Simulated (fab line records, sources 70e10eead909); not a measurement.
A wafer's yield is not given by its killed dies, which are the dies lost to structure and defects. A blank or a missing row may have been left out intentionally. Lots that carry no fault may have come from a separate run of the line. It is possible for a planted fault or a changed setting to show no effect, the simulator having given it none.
Code-filled problem report in 8D (eight disciplines) form || flow nandHarc || the parts of the form that need people (team, actions taken, sign-off) are left out

## 1. WHAT WENT WRONG
Mean of exposureDoseMJCm2 at NHARC_A_BONDPAD_EXPOSE_06: 38.59 across 6 wafers in 2 lots; on wafers with no fault it is 37.00 (standard deviation 0.031). That puts it +51 standard deviations away from the usual mean.
The step: exposes mask A BPAD.
First observed at day 27 23:23: wafer L325.1, on krfScanner-04. At this step, 39 wafers from 13 lots have a number in the record. By rule, "out" or "out of limits" means more than 4 standard deviations away from the usual mean. Any other wafer with a number is counted as sound.

## 2. WHAT THIS IS AND IS NOT
{"question": "which readings at this step", "is": "exposureDoseMJCm2", "is not": "-"}
{"question": "which lots", "is": "L325, L329", "is not": "L314, L315, L316, L317, L318, L328, L330, L331, L333, L335, L336"}
{"question": "which wafers of those lots", "is": "all that have a number", "is not": "-"}
{"question": "read on which tools", "is": "krfScanner-04", "is not": "krfScanner-01, krfScanner-02"}
{"question": "when", "is": "from day 27 23:23", "is not": "up to then (15 sound wafers); but 18 sound wafers of L328, L330, L331, L333, L335, L336 came after"}

## 3. SUSPECTS, AND WHAT RULES EACH OUT
Counting: a tool at any process step up to the reading remains a suspect when it ran all the lots that are out and ran no sound lot after the first of those.
- krfScanner-04 at NHARC_A_BONDPAD_EXPOSE_06 (exposes mask A BPAD): kept. It ran every lot that is out, first L325 (day 27 23:23), and no sound lot after that; its last sound lot up to then is L318 (day 25 08:03). Its own readings are out on those wafers: exposureDoseMJCm2.
Remaining after the count: krfScanner-04 at NHARC_A_BONDPAD_EXPOSE_06.

## 4. THE CAUSE (what the simulator had put in)
Process parameters drifting: krfScanner-04 at NHARC_A_BONDPAD_EXPOSE_06, beginning at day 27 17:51. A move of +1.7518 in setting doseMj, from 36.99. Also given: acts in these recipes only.
The count eliminated every tool but this one.

## 5. THE CHAIN OF EFFECTS, in route order
Each row: a reading where the mean over the struck wafers with a number is more than 3 standard deviations away from the usual. Readings are gone through only where the record gives a usual standard deviation; hours: the median, over the lots, of the time from a lot's start at the first step in this table giving one to that lot's start at this step; sigmas: the change measured in usual standard deviations.
{"hours": 0, "step": "NHARC_A_BONDPAD_EXPOSE_06", "reading": "exposureDoseMJCm2", "usual": 37.00, "on struck wafers": 38.59, "change": "+1.59", "sigmas": "+51"}
Process steps it contains:
- NHARC_A_BONDPAD_EXPOSE_06: exposes mask A BPAD.
At these later measuring or inspecting steps, every struck wafer for which the step has a row has a number for every such reading, and none has moved that far: NHARC_END_SORT_01.

## 6. WHAT WOULD HAVE CAUGHT IT SOONER
The fault began at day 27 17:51; the first out-of-limits reading in this record came at day 27 23:23, 6 hours later.
